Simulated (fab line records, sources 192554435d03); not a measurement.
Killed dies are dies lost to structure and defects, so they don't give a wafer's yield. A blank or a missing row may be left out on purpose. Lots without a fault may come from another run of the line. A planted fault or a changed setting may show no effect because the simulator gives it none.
A struck lot beside a sound one | flow n5_finfet | 38 steps out of a route of 1938
Sound: wafers L876.1, L876.4, L876.6. Struck: wafer L865.3. (L865.6 of the same lot was not struck and is left out.) The cause comes at the end.
At each step with rows: each side's tool, then ch and its chambers, then its first start. Under that, the readings that differ: sound wafers | struck wafers | difference of the means | sigmas: that difference in standard deviations of wafers without a fault.
alike: readings whose means differ by less than 2 such deviations, and words and numbers that are the same on both sides. not compared: withheld readings, readings that some wafer has no value for, bounds like >300 that may hide the same value, and numbers for which the record gives no deviation and whose values overlap.
The two part at a step that has a row with sigmas, a row that says differs or no value, or rows on one side only. Numbers that don't overlap but have no deviation are shown without sigmas and don't part them. A reading that every wafer of one side lacks parts them only if that side has two wafers or more.

first, 11 steps without rows for these wafers: N5_BEOL_M12_ETCH_59 (etches BARC in N2/H2, target depth 89 nm, overetch 26.7 nm, time 67.9 s); N5_BEOL_M12_VIA_ETCH_16 (etches SiOC in C4F8/O2/Ar, target depth 724.8 nm); N5_BEOL_M12_STRIP_63 (strips in N2/H2); N5_BEOL_M12_STRIP_64 (strips in N2/H2); N5_BEOL_M12_STRIP_71 (strips in post etch residue remover, time 60 s); N5_BEOL_M12_SRD_72 (time 30 s, dry time 30 s); N5_BEOL_M12_COAT_65 (time 60 s, resist thk 300 nm); N5_BEOL_M12_COAT_66 (time 60 s, resist thk 110 nm); N5_BEOL_M12_COAT_22 (resist thk 300 nm); N5_BEOL_M12_EBR_24; N5_BEOL_M12_SOFTBAKE_23 (time 60 s).
N5_BEOL_M12_EXPOSE_25: exposes mask M12.
  sound on krf_scanner-01 ch 0, day 15 07:34; struck on krf_scanner-01 ch 0, day 11 18:15
  alike: mask
then, 3 steps without rows for these wafers: N5_BEOL_M12_PEB_26 (peb time 90 s); N5_BEOL_M12_DEVELOP_27 (develop time 45 s); N5_BEOL_M12_HARDBAKE_32 (time 120 s).
N5_BEOL_M12_CD_MEAS_28: target cd 160.2 nm.
  sound on cd_sem-01 ch 0, day 15 07:44; struck on cd_sem-01 ch 0, day 11 18:25
  reading    | sound             | struck | difference | sigmas
  cd_nm (nm) | 159.9 158.5 160.0 | 172.0  | +12.5      | +10
then, 20 steps without rows for these wafers: N5_BEOL_M12_DESCUM_33 (chemistry O2, time 7.9 s); N5_BEOL_M12_ETCH_67 (etches SiARC in CF4, target depth 143 nm, time 238.3 s); N5_BEOL_M12_ETCH_68 (etches SOC in N2/H2, time 285 s); N5_BEOL_M12_STRIP_69 (strips in N2/H2); N5_BEOL_M12_TRENCH_ETCH_34 (etches SiOC in C4F8/O2/Ar, target depth 318.95 nm, time 125.5 s); N5_BEOL_M12_STRIP_70 (strips in C4F8/O2/Ar); N5_BEOL_M12_STRIP_37 (strips in N2/H2); N5_BEOL_M12_ETCH_38 (etches SiCN in CF4/N2, target depth 68.7 nm, time 73.4 s); N5_BEOL_M12_PRECLEAN_39 (cleans in residue remover, time 60 s); N5_BEOL_M12_SRD_40 (time 30 s, dry time 30 s); N5_BEOL_M12_DEGAS_41 (time 60 s); N5_BEOL_M12_PRE_CLEAN_42 (time 30 s); N5_BEOL_M12_SPUTTER_43 (material TaN, target thk 15 nm, time 24.19 s); N5_BEOL_M12_SPUTTER_44 (material Ta, target thk 10 nm, time 16.13 s); N5_BEOL_M12_SPUTTER_45 (material Cu, target thk 80 nm, time 13.33 s); N5_BEOL_M12_ECD_47 (material Cu, target thk 720 nm); N5_BEOL_M12_ANNEAL_48 (time 90 s); N5_BEOL_M12_CMP_49 (polishes, stops on SiOC, t overpolish 20.6 s, target thk 320 nm); N5_BEOL_M12_PRE_CLEAN_52 (time 15 s); N5_BEOL_M12_DEP_53 (deposits SiCN from 3MS/NH3, target thk 30 nm, time 10.5 s).
N5_BEOL_M15_RC_MEAS_101:
  sound on prober-01 ch 0, day 16 06:38; struck on prober-02 ch 0, day 12 20:48
  reading                    | sound             | struck | difference | sigmas
  SERP_M12 (ohm/um)          | 0.652 0.654 0.636 | 0.576  | -0.071     | -5
  SERP_M12_max_site (ohm/um) | 0.672 0.661 0.641 | 0.587  | -0.071     | -5
  SERP_M6 (ohm/um)           | 13.2 13.6 13.7    | 14.3   | +0.8       | +2
  alike: COMB_M10, COMB_M11, COMB_M12, COMB_M13, COMB_M14, COMB_M15, COMB_M15_max_site, COMB_M5, COMB_M6, COMB_M7, COMB_M8, COMB_M9, SERP_M10, SERP_M11, SERP_M13, SERP_M14, SERP_M5, SERP_M6_max_site, SERP_M7, SERP_M8, SERP_M9
N5_PASSIVATION_PROBE_49:
  sound on prober-02, day 16 22:41; struck on prober-01, day 13 11:02
  alike: defect_limited_yield, killed_at_M0_to_M3, killed_at_M4_up, killed_at_contacts, killed_at_front_end, killed_at_other, killed_dies, killed_open, killed_short, sort_bin_5_function, sort_bin_6_memory, sort_n_pass, sort_yield_pct

WHERE THEY PART
First at N5_BEOL_M12_CD_MEAS_28; last, within this record, at N5_BEOL_M15_RC_MEAS_101. Later steps at which nothing parts them and some readings are alike: N5_PASSIVATION_PROBE_49.

WHY: what the simulator had put in
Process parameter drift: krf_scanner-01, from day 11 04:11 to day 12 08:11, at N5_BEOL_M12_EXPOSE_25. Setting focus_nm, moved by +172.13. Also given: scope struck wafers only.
